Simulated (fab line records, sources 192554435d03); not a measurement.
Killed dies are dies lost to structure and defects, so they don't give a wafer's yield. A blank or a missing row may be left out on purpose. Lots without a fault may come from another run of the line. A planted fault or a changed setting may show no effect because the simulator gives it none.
One fault seen from 3 desks | flow n5_finfet | each desk has only its own numbers; what lay behind them comes last

THE DEFECT DESK
What the inspections along the route counted, lot by lot: means of the sampled wafers that have a number. A lot is out of limits, marked OUT, if its mean lies more than 4 standard deviations from the usual mean; the brackets give that distance.
Columns: A = raw_defect_count at N5_BEOL_M14_INSPECT_12, usual 1.8
lot  | first seen here | A
L624 | day 11 10:53    | 2.0
L628 | day 12 06:21    | 2.7
L632 | day 13 10:07    | 2.5
L637 | day 14 09:40    | 1.0
L640 | day 16 07:37    | 1.3
This desk's finding: nothing out of limits on any of the 5 lots.

THE METROLOGY DESK
What the gauges read, lot by lot, whatever tool the lot ran on: means of the sampled wafers that have a number. A lot is out of limits, marked OUT, if its mean lies more than 4 standard deviations from the usual mean; the brackets give that distance.
Columns: A = cd_nm at N5_BEOL_M14_CD_MEAS_10, usual 249.7 nm; B = V13_OVL at N5_BEOL_M14_OVL_MEAS_11, usual 1 nm
lot  | first seen here | A     | B
L624 | day 11 10:50    | 249.5 | 3
L628 | day 12 06:17    | 249.4 | 3
L632 | day 13 10:04    | 250.8 | 0
L637 | day 14 09:36    | 250.0 | -1
L640 | day 16 07:33    | 246.5 | 4
This desk's finding: nothing out of limits on any of the 5 lots.

THE TOOL OWNER'S DESK: rie_diel-01
The tool's own readings at N5_BEOL_M14_VIA_ETCH_16 (etches SiO2 in C4F8/O2/Ar, target depth 1231.3 nm): means of the sampled wafers that have a number, for each lot that ran on this tool. A lot is out of limits, marked OUT, if its mean lies more than 4 standard deviations from the usual mean; the brackets give that distance. Of its 8 readings 7 are shown: those that lie furthest out on some lot.
Columns: A = drypump_motor_current_A at N5_BEOL_M14_VIA_ETCH_16, usual 5.7 A; B = oes_f_703_au at N5_BEOL_M14_VIA_ETCH_16, usual 0.80 a.u.; C = oes_product_au at N5_BEOL_M14_VIA_ETCH_16, usual 0.72 a.u.; D = rf_fwd_power_W at N5_BEOL_M14_VIA_ETCH_16, usual 1900 W; E = rf_vpp_V at N5_BEOL_M14_VIA_ETCH_16, usual 2224 V; F = showerhead_plenum_p_Torr at N5_BEOL_M14_VIA_ETCH_16, usual 3.50 Torr; G = throttle_valve_pct at N5_BEOL_M14_VIA_ETCH_16, usual 30.80 %
lot  | first seen here | A   | B    | C    | D    | E    | F    | G
L624 | day 11 11:04    | 5.9 | 0.75 | 0.67 | 1902 | 2216 | 3.56 | 30.73
L628 | day 12 06:28    | 5.4 | 0.83 | 0.75 | 1899 | 2215 | 3.52 | 30.95
L632 | day 13 10:14    | 5.8 | 0.77 | 0.84 | 1901 | 2231 | 3.51 | 31.13
This desk's finding: nothing out of limits on any of the 3 lots.

PUT TOGETHER
The defect desk saw nothing out of limits.
The metrology desk saw nothing out of limits.
The tool owner's desk saw nothing out of limits.

WHAT THE SIMULATOR HAD PUT IN
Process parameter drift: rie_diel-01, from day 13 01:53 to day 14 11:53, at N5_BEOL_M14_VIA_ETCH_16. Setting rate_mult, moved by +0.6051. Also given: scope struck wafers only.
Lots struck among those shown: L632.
